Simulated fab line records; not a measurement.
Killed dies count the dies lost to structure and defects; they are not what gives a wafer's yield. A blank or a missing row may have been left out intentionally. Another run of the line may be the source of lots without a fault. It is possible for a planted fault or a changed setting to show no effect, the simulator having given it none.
A single fault, viewed from 3 desks | flow n5Finfet | what lay behind the numbers comes last; until then each desk has only its own

== AT THE METROLOGY DESK ==
What the gauges read, lot by lot, whatever tool the lot ran on: means of the sampled wafers that have a number. Marked OUT: a lot whose mean sits more than 4 standard deviations from the usual mean, which makes it out of limits; the brackets give that distance. 7 of its 10 readings are shown, namely those furthest out on some lot.
Columns: A = DIBL_P at N5_BEOL_M4_RC_MEAS_101, usual 36.2 mV/V; B = IOFF_P at N5_BEOL_M4_RC_MEAS_101, usual 0.21 nA/um; C = ION_N at N5_BEOL_M4_RC_MEAS_101, usual 679 uA/um; D = ION_P at N5_BEOL_M4_RC_MEAS_101, usual 465 uA/um; E = SS_N at N5_BEOL_M4_RC_MEAS_101, usual 71.4 mV/dec; F = SS_P at N5_BEOL_M4_RC_MEAS_101, usual 73.3 mV/dec; G = VT_P at N5_BEOL_M4_RC_MEAS_101, usual -251 mV
lot  | first seen here | A    | B    | C   | D   | E    | F    | G
L574 | day 8 21:14     | 33.4 | 0.19 | 674 | 462 | 70.8 | 72.7 | -251
L581 | day 9 18:01     | 40.2 | 0.20 | 682 | 452 | 72.3 | 74.3 | -258
L580 | day 9 22:29     | 35.1 | 0.20 | 676 | 460 | 71.5 | 73.6 | -250
L582 | day 10 14:33    | 36.6 | 0.20 | 661 | 456 | 71.3 | 73.2 | -252
L584 | day 11 10:43    | 34.0 | 0.20 | 686 | 471 | 71.0 | 72.5 | -251
L587 | day 11 20:20    | 37.2 | 0.22 | 673 | 465 | 71.8 | 73.5 | -250
L590 | day 12 03:20    | 34.2 | 0.15 | 668 | 460 | 70.8 | 72.4 | -256
L591 | day 12 16:13    | 38.8 | 0.23 | 685 | 472 | 71.9 | 73.4 | -249
L596 | day 14 04:23    | 38.2 | 0.24 | 686 | 467 | 71.7 | 74.0 | -251
L595 | day 14 09:10    | 39.1 | 0.24 | 679 | 466 | 71.7 | 73.3 | -250
Result from this desk: across the 10 lots, nothing is out of limits.

== FOR THE TOOL OWNER'S DESK: euvScanner-01 ==
The tool's own readings at N5_BEOL_M5_EXPOSE_25 (exposes mask V4, defocus 10 nm): means of the sampled wafers that have a number, for each lot that ran on this tool. Marked OUT: a lot whose mean sits more than 4 standard deviations from the usual mean, which makes it out of limits; the brackets give that distance.
Columns: A = stageMsdNm at N5_BEOL_M5_EXPOSE_25, usual 0.85 nm
lot  | first seen here | A
L574 | day 9 00:51     | 0.80
L580 | day 10 06:02    | 0.80
L587 | day 12 01:55    | 0.80
L590 | day 12 09:43    | 0.80
L591 | day 12 19:58    | 0.80
L596 | day 14 12:14    | 0.79
L595 | day 14 14:17    | 0.79
Result from this desk: across the 7 lots, nothing is out of limits.

== THE DEFECT DESK ==
What the inspections along the route counted, lot by lot: means of the sampled wafers that have a number. Marked OUT: a lot whose mean sits more than 4 standard deviations from the usual mean, which makes it out of limits; the brackets give that distance.
Columns: A = rawDefectCount at N5_PASSIVATION_INSPECT_57, usual 2.2
lot  | first seen here | A
L574 | day 13 04:13    | 1.3
L581 | day 14 14:37    | 2.5
L580 | day 15 03:47    | 3.0
L582 | day 15 14:05    | 3.7
L584 | day 16 04:59    | 2.5
L587 | day 16 19:47    | 2.0
L590 | day 16 20:47    | 0.7
L591 | day 17 01:07    | 2.3
L596 | day 18 08:43    | 1.0
L595 | day 18 14:52    | 0.5
Result from this desk: across the 10 lots, nothing is out of limits.

== PUT TOGETHER ==
At the metrology desk, nothing out of limits was observed.
The tool owner's desk saw nothing out of limits.
The defect desk saw nothing out of limits.

== WHAT WAS PUT IN BY THE SIMULATOR ==
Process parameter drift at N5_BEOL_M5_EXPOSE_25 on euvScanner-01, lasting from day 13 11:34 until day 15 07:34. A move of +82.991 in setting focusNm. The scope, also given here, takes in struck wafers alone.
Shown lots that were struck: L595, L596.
